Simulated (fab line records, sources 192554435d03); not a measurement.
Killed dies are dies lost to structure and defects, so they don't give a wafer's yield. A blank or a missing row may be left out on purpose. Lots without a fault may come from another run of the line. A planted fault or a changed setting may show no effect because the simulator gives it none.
fab line records | flow n5_finfet
record lots=24 wafers=72 last_day=17
route steps=1938 shown BEOL_M1@826 BEOL_M2@844
lots that met no fault: from a run of the same line without faults
start_h: hours from the record's first day to the start of the lot's first wafer shown | wait_h: hours since the lot's step before | " the same as in the row above | L1.1+2: a row that stands for several wafers | - no value, or no start given | * or withheld: withheld | < > ~ a bound
route shown NAME@n: a module of which the file shows steps, and the number in the route of the first | usual: mean/standard deviation of fault-free wafers | same: alike in all rows | chamber/n: place in a boat | sites: the reading at each site | _std_site: their standard deviation | _edge_site: outer sites' mean less inner sites' | radius_mm: how far each site lies from the wafer's centre | mask NAME#n: copy n | behind: the tool/chamber that last shaped the wafer | hold: why the lot was held/for how many hours/how that ended | device: the transistor (n, p or np) that didn't switch | end of line: the same wafers' tests at the end of the route | a step without rows: its recipe alone | killed: dies lost to structure and defects at the first sort, not the wafer's yield | map: a wafer's dies, x killed, . not, _ none there
set.NAME: the setting as run; set.NAME@STEP: as run at that earlier step | model.NAME: the simulator's own value behind a step, which no gauge read
steps of the route over a sample of lots; a table a step, a row a wafer
services: from which hour (start_h, from the record's first day; less than 0 if before it) a tool's chamber was out of use, for how many hours, and why
## steps
# step N5_BEOL_M1_SPUTTER_92
# recipe material=Cu target_thk_a=45 temp_c=-20 chamber_pressure_pa=0.07 power_w=withheld time_s=8.29
# usual chamber_pressure_pa=0.07/0.00015 throttle_valve_pct=30.1/0.98
# same time_s=8.29
# columns lot.wafer tool chamber start_h wait_h chamber_pressure_pa throttle_valve_pct
L074.3 pvd_sputter-02 - 130.39 0.1 0.07004 30.4
L074.4 " - " " 0.06998 31.5
L074.5 " - " " 0.06994 31.4
L075.2 pvd_sputter-02 - 135.48 0.1 0.06999 31.0
L075.4 " - " " 0.07024 31.4
L075.6 " - " " 0.07018 31.3
L077.1 pvd_sputter-01 - 142.65 0.1 0.06991 29.2
L077.2 " - " " 0.06972 31.2
L077.5 " - " " 0.06988 29.2
L076.2 pvd_sputter-02 - 142.74 0.1 0.07023 31.2
L076.5 " - " " 0.07018 31.6
L076.6 " - " " 0.06987 30.4
L078.1 pvd_sputter-01 - 150.31 0.1 0.07003 29.0
L078.2 " - " " 0.07015 31.6
L078.6 " - " " 0.07018 31.1
L080.1 pvd_sputter-02 - 161.19 0.1 0.07004 30.5
L080.3 " - " " 0.06992 30.9
L080.5 " - " " 0.06987 30.9
L079.1 pvd_sputter-03 - 161.51 0.1 0.07011 30.2
L079.4 " - " " 0.07007 28.2
L079.5 " - " " 0.07039 30.1
L081.2 pvd_sputter-03 - 173.04 0.1 0.0699 29.9
L081.4 " - " " 0.06995 28.2
L081.6 " - " " 0.07004 29.5
L082.1 pvd_sputter-02 - 182.45 0.1 0.07032 30.7
L082.2 " - " " 0.07011 29.5
L082.6 " - " " 0.07019 31.0
L083.3 pvd_sputter-03 - 191.40 0.1 0.07 30.2
L083.5 " - " " 0.07014 30.2
L083.6 " - " " 0.0698 28.4
L085.1 pvd_sputter-02 - 193.23 0.1 0.07023 30.5
L085.3 " - " " 0.07008 31.3
L085.6 " - " " 0.06989 31.4
L084.2 pvd_sputter-01 - 196.60 0.1 0.06982 31.0
L084.3 " - " " 0.07018 29.0
L084.6 " - " " 0.06974 31.7
L086.1 pvd_sputter-02 - 200.81 0.1 0.07 29.6
L086.2 " - " " 0.06983 31.2
L086.5 " - " " 0.06997 29.5
L087.1 pvd_sputter-01 - 209.65 0.1 0.06993 29.1
L087.4 " - " " 0.06984 31.5
L087.6 " - " " 0.07018 29.0
L088.1 pvd_sputter-01 - 212.83 0.1 0.06968 31.7
L088.3 " - " " 0.0699 28.9
L088.6 " - " " 0.07003 29.2
L089.2 pvd_sputter-01 - 216.02 0.1 0.0698 29.1
L089.5 " - " " 0.06988 31.0
L089.6 " - " " 0.0702 31.2
L090.2 pvd_sputter-01 - 226.38 0.1 0.0701 29.2
L090.5 " - " " 0.07009 29.1
L090.6 " - " " 0.07013 29.3
L091.4 pvd_sputter-01 - 230.06 0.1 0.06996 28.9
L091.5 " - " " 0.06994 28.7
L091.6 " - " " 0.07002 29.1
L092.2 pvd_sputter-03 - 243.55 0.1 0.07022 28.6
L092.3 " - " " 0.07016 30.2
L092.5 " - " " 0.06991 30.0
L093.3 pvd_sputter-03 - 246.31 0.1 0.07014 30.4
L093.5 " - " " 0.06988 29.3
L093.6 " - " " 0.07004 30.1
L094.1 pvd_sputter-03 - 248.15 0.1 0.07028 29.9
L094.3 " - " " 0.06999 30.2
L094.5 " - " " 0.07017 28.3
L096.3 pvd_sputter-03 - 261.38 0.1 0.06989 30.3
L096.5 " - " " 0.06977 29.6
L096.6 " - " " 0.06998 30.3
L095.3 pvd_sputter-03 - 264.78 0.1 0.07012 30.0
L095.4 " - " " 0.06993 30.2
L095.5 " - " " 0.06997 29.6
L097.1 pvd_sputter-01 - 265.86 0.1 0.06996 29.0
L097.2 " - " " 0.06983 31.5
L097.6 " - " " 0.07004 29.2
# step N5_BEOL_M1_PRE_CLEAN_60
# recipe gas=NH3/H2 time_s=15 temp_c=* rf_power_w=300
# usual heater_power_w=76/10
# same time_s=15
# columns lot.wafer tool chamber start_h wait_h heater_power_w
L074.3 cvd_co-02 0 131.69 0.1 74
L074.4 " 2 " " 66
L074.5 " 0 " " 76
L075.2 cvd_co-02 1 136.74 0.0 94
L075.4 " 1 " " 93
L075.6 " 2 " " 69
L077.1 cvd_co-01 1 143.92 0.0 80
L077.2 " 2 " " 62
L077.5 " 2 " " 61
L076.2 cvd_co-02 2 144.01 0.0 68
L076.5 " 0 " " 74
L076.6 " 2 " " 68
L078.1 cvd_co-02 1 151.63 0.0 94
L078.2 " 0 " " 76
L078.6 " 0 " " 77
L080.1 cvd_co-01 0 162.45 0.0 76
L080.3 " 2 " " 62
L080.5 " 1 " " 81
L079.1 cvd_co-01 1 162.78 0.0 81
L079.4 " 0 " " 76
L079.5 " 1 " " 81
L081.2 cvd_co-01 2 174.44 0.2 63
L081.4 " 2 " " 62
L081.6 " 0 " " 76
L082.1 cvd_co-02 2 183.72 0.0 68
L082.2 " 1 " " 97
L082.6 " 0 " " 73
L083.3 cvd_co-02 1 192.67 0.0 95
L083.5 " 2 " " 68
L083.6 " 1 " " 94
L085.1 cvd_co-01 2 194.79 0.0 64
L085.3 " 0 " " 74
L085.6 " 0 " " 77
L084.2 cvd_co-02 0 197.88 0.0 76
L084.3 " 2 " " 69
L084.6 " 1 " " 97
L086.1 cvd_co-01 2 202.08 0.0 62
L086.2 " 0 " " 76
L086.5 " 1 " " 79
L087.1 cvd_co-01 0 210.91 0.0 77
L087.4 " 2 " " 64
L087.6 " 0 " " 77
L088.1 cvd_co-02 2 214.09 0.0 68
L088.3 " 1 " " 95
L088.6 " 2 " " 68
L089.2 cvd_co-01 2 217.37 0.1 64
L089.5 " 0 " " 77
L089.6 " 1 " " 82
L090.2 cvd_co-01 2 227.66 0.0 63
L090.5 " 2 " " 64
L090.6 " 0 " " 76
L091.4 cvd_co-02 0 231.56 0.1 75
L091.5 " 2 " " 69
L091.6 " 1 " " 96
L092.2 cvd_co-01 2 244.82 0.0 65
L092.3 " 1 " " 80
L092.5 " 2 " " 63
L093.3 cvd_co-01 1 247.58 0.0 78
L093.5 " 2 " " 64
L093.6 " 0 " " 78
L094.1 cvd_co-02 1 249.42 0.0 96
L094.3 " 2 " " 68
L094.5 " 1 " " 95
L096.3 cvd_co-02 1 262.75 0.0 96
L096.5 " 0 " " 77
L096.6 " 1 " " 95
L095.3 cvd_co-02 2 266.05 0.0 69
L095.4 " 1 " " 95
L095.5 " 2 " " 68
L097.1 cvd_co-02 1 267.12 0.0 97
L097.2 " 2 " " 68
L097.6 " 1 " " 98
# step N5_BEOL_M2_HM_DEP_02
# recipe material=TiN target_thk_a=200 temp_c=25 chamber_pressure_pa=0.49996
# usual chamber_pressure_pa=0.4999/0.001 throttle_valve_pct=30.1/0.99
# columns lot.wafer tool chamber start_h wait_h chamber_pressure_pa throttle_valve_pct
L074.3 pvd_sputter-03 - 132.71 0.6 0.5005 29.8
L074.4 " - " " 0.4985 28.4
L074.5 " - " " 0.4993 29.5
L075.2 pvd_sputter-03 - 138.95 1.8 0.4991 28.3
L075.4 " - " " 0.4996 30.2
L075.6 " - " " 0.5000 30.1
L077.1 pvd_sputter-01 - 147.30 3.0 0.4997 29.0
L077.2 " - " " 0.4988 31.0
L077.5 " - " " 0.5016 31.4
L076.2 pvd_sputter-01 - 147.40 2.9 0.5006 31.8
L076.5 " - " " 0.5008 31.4
L076.6 " - " " 0.5000 29.2
L078.1 pvd_sputter-02 - 152.38 0.3 0.5000 31.4
L078.2 " - " " 0.4979 31.0
L078.6 " - " " 0.5013 30.8
L080.1 pvd_sputter-02 - 163.24 0.4 0.4992 30.9
L080.3 " - " " 0.5000 30.6
L080.5 " - " " 0.5008 29.7
L079.1 pvd_sputter-03 - 164.81 1.6 0.5002 28.3
L079.4 " - " " 0.4998 28.7
L079.5 " - " " 0.4987 29.8
L081.2 pvd_sputter-02 - 176.75 1.9 0.4983 31.5
L081.4 " - " " 0.4989 30.5
L081.6 " - " " 0.5007 30.4
L082.1 pvd_sputter-02 - 186.54 2.3 0.5007 29.8
L082.2 " - " " 0.4976 30.6
L082.6 " - " " 0.4994 29.6
L083.3 pvd_sputter-01 - 193.84 0.6 0.4989 31.3
L083.5 " - " " 0.5010 29.3
L083.6 " - " " 0.4987 31.5
L085.1 pvd_sputter-01 - 197.56 2.4 0.4980 29.2
L085.3 " - " " 0.4993 29.1
L085.6 " - " " 0.4995 31.8
L084.2 pvd_sputter-01 - 198.76 0.5 0.4992 30.8
L084.3 " - " " 0.5005 31.6
L084.6 " - " " 0.4999 31.3
L086.1 pvd_sputter-03 - 202.75 0.3 0.4986 29.6
L086.2 " - " " 0.5002 30.1
L086.5 " - " " 0.4984 29.4
L087.1 pvd_sputter-02 - 211.43 0.1 0.5001 31.5
L087.4 " - " " 0.5013 30.9
L087.6 " - " " 0.5011 31.2
L088.1 pvd_sputter-03 - 214.59 0.1 0.4998 30.1
L088.3 " - " " 0.4996 28.2
L088.6 " - " " 0.5000 30.2
L089.2 pvd_sputter-01 - 219.67 1.9 0.5000 29.0
L089.5 " - " " 0.4997 28.9
L089.6 " - " " 0.5013 31.0
L090.2 pvd_sputter-02 - 230.24 2.1 0.4976 29.6
L090.5 " - " " 0.5010 31.4
L090.6 " - " " 0.5008 30.6
L091.4 pvd_sputter-03 - 233.08 1.1 0.5002 28.3
L091.5 " - " " 0.5002 29.8
L091.6 " - " " 0.5006 28.4
L092.2 pvd_sputter-02 - 247.25 1.8 0.5002 29.6
L092.3 " - " " 0.4987 30.3
L092.5 " - " " 0.4990 29.7
L093.3 pvd_sputter-01 - 248.41 0.4 0.5013 31.6
L093.5 " - " " 0.5014 28.6
L093.6 " - " " 0.5005 29.1
L094.1 pvd_sputter-03 - 249.90 0.0 0.5025 30.1
L094.3 " - " " 0.4989 30.2
L094.5 " - " " 0.5000 30.2
L096.3 pvd_sputter-03 - 263.28 0.1 0.4999 29.9
L096.5 " - " " 0.4998 30.1
L096.6 " - " " 0.5012 28.6
L095.3 pvd_sputter-01 - 266.64 0.2 0.4991 28.9
L095.4 " - " " 0.5001 31.5
L095.5 " - " " 0.4996 29.0
L097.1 pvd_sputter-02 - 269.31 1.8 0.5009 31.5
L097.2 " - " " 0.5017 29.6
L097.6 " - " " 0.4986 30.8
# step N5_BEOL_M2_OVL_MEAS_12
# recipe points_per_wafer=522
# usual M2_OVL=-0.4/0.65
# columns lot.wafer tool chamber start_h wait_h M2_OVL[nm]
L074.3 overlay-01 0 133.30 0.0 -0.7
L074.4 " 0 " " 0.6
L074.5 " 0 " " -0.8
L075.2 overlay-02 0 139.38 0.0 -0.9
L075.4 " 0 " " -0.2
L075.6 " 0 " " -1.3
L077.1 overlay-02 0 147.85 0.0 0.2
L077.2 " 0 " " 0.5
L077.5 " 0 " " 0.0
L076.2 overlay-02 0 147.90 0.0 -1.1
L076.5 " 0 " " -0.7
L076.6 " 0 " " -1.1
L078.1 overlay-02 0 152.81 0.0 0.2
L078.2 " 0 " " -0.2
L078.6 " 0 " " -0.9
L080.1 overlay-01 0 163.69 0.0 -0.6
L080.3 " 0 " " -0.8
L080.5 " 0 " " -1.2
L079.1 overlay-02 0 165.24 0.0 -0.3
L079.4 " 0 " " -0.2
L079.5 " 0 " " -1.3
L081.2 overlay-01 0 177.30 0.0 0.2
L081.4 " 0 " " 0.4
L081.6 " 0 " " 0.6
L082.1 overlay-01 0 186.97 0.0 -0.4
L082.2 " 0 " " 0.5
L082.6 " 0 " " -0.4
L083.3 overlay-02 0 194.28 0.0 -0.3
L083.5 " 0 " " -1.3
L083.6 " 0 " " -0.5
L085.1 overlay-01 0 197.99 0.0 0.0
L085.3 " 0 " " 0.4
L085.6 " 0 " " -1.0
L084.2 overlay-02 0 199.19 0.0 -0.8
L084.3 " 0 " " -0.2
L084.6 " 0 " " -0.4
L086.1 overlay-02 0 203.18 0.0 -0.5
L086.2 " 0 " " -1.4
L086.5 " 0 " " -0.1
L087.1 overlay-02 0 211.87 0.0 -0.3
L087.4 " 0 " " -1.0
L087.6 " 0 " " -0.6
L088.1 overlay-01 0 215.02 0.0 -1.4
L088.3 " 0 " " -1.0
L088.6 " 0 " " -0.7
L089.2 overlay-02 0 220.10 0.0 -1.2
L089.5 " 0 " " 0.3
L089.6 " 0 " " -1.1
L090.2 overlay-02 0 230.67 0.0 -0.3
L090.5 " 0 " " 0.4
L090.6 " 0 " " -0.7
L091.4 overlay-01 0 233.52 0.0 -0.8
L091.5 " 0 " " -1.1
L091.6 " 0 " " 0.2
L092.2 overlay-02 0 247.83 0.0 0.2
L092.3 " 0 " " 0.7
L092.5 " 0 " " 0.4
L093.3 overlay-01 0 248.85 0.0 0.2
L093.5 " 0 " " 0.2
L093.6 " 0 " " -0.4
L094.1 overlay-02 0 250.32 0.0 -1.1
L094.3 " 0 " " -0.3
L094.5 " 0 " " -0.9
L096.3 overlay-02 0 263.72 0.0 -0.1
L096.5 " 0 " " -0.6
L096.6 " 0 " " 0.0
L095.3 overlay-02 0 267.20 0.0 0.1
L095.4 " 0 " " 0.2
L095.5 " 0 " " -1.3
L097.1 overlay-01 0 269.73 0.0 0.8
L097.2 " 0 " " -0.7
L097.6 " 0 " " -1.3
# step N5_BEOL_M2_HM_OPEN_17
# recipe chemistry=Cl2/BCl3 target_depth_a=200 overetch_a=60 target=TiN mask_material=SOC ion_energy_ev=150 pressure_mtorr=10 icp_w=1000 bias_w=126 Cl2_flow_sccm=53.25 bcl3_flow_sccm=21.75 Ar_flow_sccm=25
# usual drypump_motor_current_A=5.6/0.4 mfc_ar_sccm=24.99/0.079 oes_product_au=0.69/0.054 throttle_valve_pct=22.04/0.14
# columns lot.wafer tool chamber start_h wait_h drypump_motor_current_A mfc_ar_sccm oes_product_au rf_hours_counter_h throttle_valve_pct
L074.3 rie_metal-03 1 133.69 0.1 5.6 24.80 0.67 - 22.12
L074.4 " 0 " " 5.2 24.93 0.79 - 22.06
L074.5 " 0 " " 5.2 25.08 0.76 - 22.09
L075.2 rie_metal-01 0 139.75 0.1 5.9 25.00 0.70 - 21.86
L075.4 " 0 " " 5.9 24.99 0.69 - 21.87
L075.6 " 0 " " 5.9 25.02 0.69 - 21.88
L077.1 rie_metal-03 0 148.43 0.0 5.3 25.03 0.77 8 22.09
L077.2 " 1 " " 5.7 25.15 0.66 36 22.15
L077.5 " 1 " " 5.7 25.06 0.65 - 22.15
L076.2 rie_metal-02 1 148.66 0.0 5.1 24.83 0.66 43 21.95
L076.5 " 0 " " 6.2 24.95 0.64 - 22.29
L076.6 " 1 " " 5.2 24.89 0.66 - 21.93
L078.1 rie_metal-02 0 153.15 0.0 6.2 25.06 0.63 60 22.33
L078.2 " 1 " " 5.1 25.04 0.64 43 21.94
L078.6 " 1 " " 5.1 24.96 0.65 - 21.95
L080.1 rie_metal-01 1 164.04 0.0 5.2 24.90 0.81 1 21.94
L080.3 " 1 " " 5.2 24.80 0.81 - 21.93
L080.5 " 0 " " 5.9 25.01 0.68 - 21.88
L079.1 rie_metal-02 0 165.60 0.0 6.2 25.00 0.64 60 22.29
L079.4 " 0 " " 6.2 24.90 0.64 - 22.29
L079.5 " 0 " " 6.2 24.94 0.64 - 22.32
L081.2 rie_metal-01 1 177.89 0.0 5.2 25.01 0.79 2 21.97
L081.4 " 0 " " 5.9 25.03 0.68 - 21.89
L081.6 " 1 " " 5.2 25.04 0.78 - 21.96
L082.1 rie_metal-03 1 187.31 0.0 5.7 24.99 0.65 39 22.15
L082.2 " 0 " " 5.2 24.98 0.75 11 22.09
L082.6 " 0 " " 5.3 25.01 0.74 - 22.10
L083.3 rie_metal-01 1 194.64 0.1 5.1 25.08 0.79 - 21.94
L083.5 " 1 " " 5.2 24.99 0.78 - 21.95
L083.6 " 0 " " 5.9 25.15 0.67 - 21.89
L085.1 rie_metal-03 1 198.42 0.0 5.7 25.00 0.65 41 22.17
L085.3 " 0 " " 5.2 25.08 0.74 - 22.10
L085.6 " 0 " " 5.2 25.15 0.74 - 22.09
L084.2 rie_metal-01 1 199.63 0.0 5.2 25.06 0.79 4 21.95
L084.3 " 0 " " 5.9 24.98 0.67 - 21.89
L084.6 " 0 " " 5.9 25.02 0.67 - 21.89
L086.1 rie_metal-02 0 203.52 0.0 6.2 24.94 0.64 64 22.31
L086.2 " 1 " " 5.2 24.94 0.65 48 21.96
L086.5 " 0 " " 6.2 24.93 0.63 - 22.31
L087.1 rie_metal-01 1 212.33 0.0 5.2 24.99 0.77 5 21.96
L087.4 " 0 " " 5.9 25.11 0.67 - 21.89
L087.6 " 0 " " 5.9 25.06 0.66 - 21.89
L088.1 rie_metal-02 0 215.36 0.0 6.2 24.95 0.63 65 22.31
L088.3 " 1 " " 5.2 24.89 0.65 - 21.95
L088.6 " 0 " " 6.2 24.96 0.63 - 22.30
L089.2 rie_metal-03 0 220.44 0.0 5.2 25.09 0.73 15 22.12
L089.5 " 0 " " 5.2 25.06 0.72 - 22.13
L089.6 " 1 " " 5.7 25.09 0.65 - 22.16
L090.2 rie_metal-01 1 231.50 0.0 5.2 24.97 0.76 7 21.98
L090.5 " 1 " " 5.2 24.96 0.75 - 21.98
L090.6 " 0 " " 5.9 25.00 0.66 - 21.89
L091.4 rie_metal-02 1 234.03 0.1 5.2 25.05 0.64 - 21.97
L091.5 " 0 " " 6.2 25.04 0.62 - 22.33
L091.6 " 1 " " 5.1 25.10 0.64 - 21.97
L092.2 rie_metal-01 1 248.39 0.2 5.2 25.09 0.75 8 21.97
L092.3 " 0 " " 5.9 24.95 0.67 - 21.91
L092.5 " 1 " " 5.2 25.10 0.75 - 21.95
L093.3 rie_metal-01 1 249.21 0.1 5.1 24.90 0.75 - 21.94
L093.5 " 0 " " 5.9 24.96 0.65 - 21.91
L093.6 " 1 " " 5.2 24.89 0.75 - 21.96
L094.1 rie_metal-01 1 250.67 0.0 5.2 25.11 0.76 8 21.95
L094.3 " 1 " " 5.2 24.95 0.76 - 21.96
L094.5 " 1 " " 5.2 25.15 0.76 - 21.95
L096.3 rie_metal-03 1 264.08 0.1 5.7 24.87 0.64 - 22.17
L096.5 " 1 " " 5.7 25.01 0.64 - 22.15
L096.6 " 0 " " 5.2 24.92 0.73 - 22.09
L095.3 rie_metal-02 1 267.56 0.1 5.2 25.01 0.62 - 22.01
L095.4 " 0 " " 6.2 25.00 0.62 - 22.31
L095.5 " 1 " " 5.1 24.95 0.63 - 21.99
L097.1 rie_metal-03 1 270.08 0.0 5.6 25.03 0.64 46 22.16
L097.2 " 0 " " 5.2 25.05 0.73 18 22.10
L097.6 " 1 " " 5.6 24.91 0.64 - 22.16
# step N5_BEOL_M2_DESCUM_33
# recipe chemistry=O2 time_s=7 source_power_w=50 bias_power_w=20 pressure_mtorr=20 rf_frequency_hz=2.712e+07 temp_c=40 resist=CAR-EUV o2_flow_sccm=225
# usual drypump_motor_current_A=5.3/0.55 o2_flow_sccm=225.1/0.65 oes_product_au=0.80/0.11 rf_vpp_V=242.9/1.3 showerhead_plenum_p_Torr=2.07/0.063 temp_c=39.98/0.11 throttle_valve_pct=20.38/0.22
# same time_s=7
# columns lot.wafer tool chamber start_h wait_h drypump_motor_current_A o2_flow_sccm oes_product_au rf_hours_counter_h rf_vpp_V showerhead_plenum_p_Torr temp_c throttle_valve_pct
L074.3 rie_diel-05 3 134.36 0.1 4.9 225.4 0.75 172 241.0 2.01 39.93 20.62
L074.4 " 2 " " 5.2 224.9 0.84 - 244.3 2.14 39.84 20.09
L074.5 " 1 " " 6.4 224.3 0.74 - 243.8 2.00 40.04 20.44
L075.2 rie_diel-01 3 140.55 0.0 4.9 225.4 0.69 229 243.1 2.08 39.98 20.37
L075.4 " 0 " " 4.9 225.6 0.68 250 243.1 2.05 40.05 20.41
L075.6 " 3 " " 4.9 224.3 0.68 - 242.1 2.08 39.96 20.35
L077.1 rie_diel-04 3 149.15 0.0 4.9 224.4 0.71 188 243.5 2.15 40.00 20.61
L077.2 " 1 " " 5.3 225.2 0.68 247 240.3 1.99 40.14 20.53
L077.5 " 1 " " 5.3 225.5 0.68 - 241.6 1.99 40.09 20.51
L076.2 rie_diel-04 1 149.41 0.0 5.3 225.1 0.67 247 240.5 1.99 39.75 20.52
L076.5 " 0 " " 5.5 224.3 0.67 - 242.2 2.03 40.04 20.64
L076.6 " 3 " " 4.9 225.8 0.71 - 245.5 2.15 40.08 20.61
L078.1 rie_diel-04 3 153.90 0.0 4.9 225.2 0.70 190 244.9 2.15 40.00 20.61
L078.2 " 2 " " 5.3 224.9 0.72 181 242.6 2.03 39.89 20.46
L078.6 " 2 " " 5.3 225.7 0.72 - 243.6 2.03 39.99 20.46
L080.1 rie_diel-01 3 164.73 0.0 4.8 225.6 0.67 240 243.4 2.07 40.14 20.37
L080.3 " 2 " " 6.3 225.9 0.69 237 243.0 2.04 40.05 20.42
L080.5 " 0 " " 4.9 225.0 0.96 - 242.7 2.05 39.88 20.21
L079.1 rie_diel-04 2 166.23 0.0 5.3 224.2 0.71 187 241.3 2.03 40.00 20.46
L079.4 " 2 " " 5.3 224.2 0.72 - 240.9 2.03 39.95 20.45
L079.5 " 3 " " 4.9 225.0 0.70 - 244.3 2.15 39.99 20.65
L081.2 rie_diel-05 3 178.52 0.0 4.9 225.8 0.73 187 241.7 2.01 39.90 20.62
L081.4 " 0 " " 5.9 224.9 0.92 12 242.1 2.04 39.90 19.88
L081.6 " 2 " " 5.2 226.0 0.83 - 243.2 2.13 40.10 20.09
L082.1 rie_diel-01 3 187.95 0.0 4.8 225.0 0.67 247 242.2 2.07 39.93 20.39
L082.2 " 2 " " 6.3 225.0 0.68 244 243.0 2.04 40.09 20.43
L082.6 " 1 " " 4.7 225.9 0.72 - 244.8 2.16 40.06 20.54
L083.3 rie_diel-04 3 195.23 0.0 4.9 225.4 0.69 210 244.8 2.14 40.06 20.65
L083.5 " 3 " " 4.9 224.9 0.69 - 243.7 2.14 40.04 20.64
L083.6 " 1 " " 5.3 226.0 0.95 - 246.0 2.25 40.04 20.29
L085.1 rie_diel-05 2 199.10 0.1 5.2 226.2 0.83 73 241.5 2.13 40.04 20.11
L085.3 " 0 " " 6.0 225.0 0.91 17 242.4 2.04 40.01 19.91
L085.6 " 0 " " 6.0 224.7 0.91 - 242.7 2.04 39.92 19.88
L084.2 rie_diel-04 3 200.38 0.1 4.9 224.5 0.69 212 241.9 2.14 40.05 20.66
L084.3 " 1 " " 5.3 225.7 0.94 11 244.7 2.25 39.98 20.30
L084.6 " 3 " " 4.9 225.7 0.69 - 244.8 2.14 39.86 20.67
L086.1 rie_diel-04 1 204.14 0.0 5.3 225.3 0.95 13 244.2 2.25 39.97 20.31
L086.2 " 2 " " 5.3 226.2 0.70 205 241.5 2.02 39.98 20.48
L086.5 " 0 " " 5.5 225.5 1.01 - 243.5 2.03 39.88 20.28
L087.1 rie_diel-05 1 212.98 0.0 6.4 225.0 0.73 183 241.4 1.99 40.08 20.47
L087.4 " 3 " " 4.8 226.3 0.72 198 242.0 2.00 39.86 20.63
L087.6 " 2 " " 5.2 225.3 0.82 - 243.1 2.13 39.80 20.10
L088.1 rie_diel-01 1 215.99 0.0 4.7 224.5 0.72 213 244.9 2.15 39.88 20.57
L088.3 " 3 " " 4.9 223.9 1.00 2 241.0 2.07 40.10 20.12
L088.6 " 1 " " 4.8 225.4 0.72 - 244.0 2.15 40.12 20.55
L089.2 rie_diel-01 0 221.07 0.0 4.9 225.3 0.89 28 241.2 2.04 39.89 20.25
L089.5 " 0 " " 4.9 224.0 0.90 - 242.5 2.04 39.78 20.27
L089.6 " 3 " " 4.9 225.3 0.98 - 243.1 2.07 40.14 20.12
L090.2 rie_diel-01 0 232.92 0.4 4.9 224.7 0.89 33 242.5 2.04 40.03 20.28
L090.5 " 0 " " 4.9 224.2 0.89 - 242.0 2.04 40.12 20.26
L090.6 " 1 " " 4.7 224.6 0.71 - 244.4 2.15 39.81 20.57
L091.4 rie_diel-05 0 234.92 0.0 5.9 225.3 0.89 29 241.3 2.03 40.06 19.92
L091.5 " 2 " " 5.2 225.0 0.81 - 244.2 2.12 39.99 20.13
L091.6 " 1 " " 6.4 225.9 0.72 - 242.8 1.99 39.96 20.47
L092.2 rie_diel-05 1 249.01 0.0 6.4 225.2 0.71 195 242.6 1.99 40.11 20.50
L092.3 " 2 " " 5.2 224.3 0.82 91 243.8 2.12 40.06 20.14
L092.5 " 1 " " 6.4 226.1 0.72 - 242.0 1.99 40.26 20.50
L093.3 rie_diel-01 2 249.91 0.0 6.3 225.3 0.95 9 242.7 2.03 39.89 20.12
L093.5 " 3 " " 4.9 224.5 0.94 - 242.6 2.07 39.91 20.14
L093.6 " 0 " " 4.9 225.2 0.87 - 242.6 2.04 39.84 20.28
L094.1 rie_diel-01 3 251.29 0.0 4.9 225.7 0.94 16 242.2 2.07 40.20 20.14
L094.3 " 2 " " 6.3 224.6 0.96 9 241.8 2.03 40.09 20.11
L094.5 " 3 " " 4.9 223.9 0.94 - 243.1 2.07 40.03 20.15
L096.3 rie_diel-01 3 264.83 0.0 4.8 223.6 0.92 20 243.4 2.06 39.78 20.13
L096.5 " 1 " " 4.7 225.6 0.70 - 244.3 2.14 40.13 20.60
L096.6 " 2 " " 6.3 225.5 0.93 - 243.1 2.03 39.99 20.13
L095.3 rie_diel-01 0 268.29 0.0 4.9 225.5 0.87 45 242.0 2.04 40.04 20.29
L095.4 " 3 " " 4.9 224.6 0.93 21 241.6 2.06 40.09 20.15
L095.5 " 0 " " 4.9 224.4 0.87 - 243.7 2.04 39.91 20.29
L097.1 rie_diel-01 3 270.98 0.2 4.9 224.7 0.92 22 242.6 2.06 40.08 20.14
L097.2 " 1 " " 4.7 225.1 0.70 233 244.7 2.14 40.02 20.58
L097.6 " 1 " " 4.7 223.4 0.70 - 243.3 2.14 39.90 20.60
## services
# columns tool chamber start_h hours kind
rie_diel-01 2 107.31 5.2 repair
rie_metal-03 - 110.67 0.5 repair
cvd_co-02 1 114.67 - clean
cvd_co-02 1 114.67 22.0 scheduled_down
cvd_co-02 1 114.67 22.0 vent_cycle
rie_diel-05 2 120.99 4.6 repair
rie_metal-02 0 134.83 3.9 repair
rie_diel-01 0 141.86 - clean
rie_diel-01 0 141.86 - consumable_replace:focus_ring
rie_diel-01 0 141.86 13.6 scheduled_down
rie_diel-01 0 141.86 13.6 vent_cycle
pvd_sputter-01 - 144.28 0.7 repair
rie_diel-04 1 152.74 6.5 repair
rie_metal-03 - 169.47 2.0 repair
rie_metal-02 - 170.17 0.7 repair
pvd_sputter-02 - 177.09 4.0 repair
rie_metal-02 0 186.25 6.2 repair
rie_diel-04 - 240.99 2.6 repair
rie_metal-01 - 242.11 2.8 pm
rie_metal-03 - 244.88 15.6 pm
rie_diel-05 1 254.24 8.0 repair
cvd_co-02 - 257.77 2.8 pm
rie_metal-02 - 268.80 1.4 pm
rie_diel-01 0 269.87 1.4 repair
## key
fault none
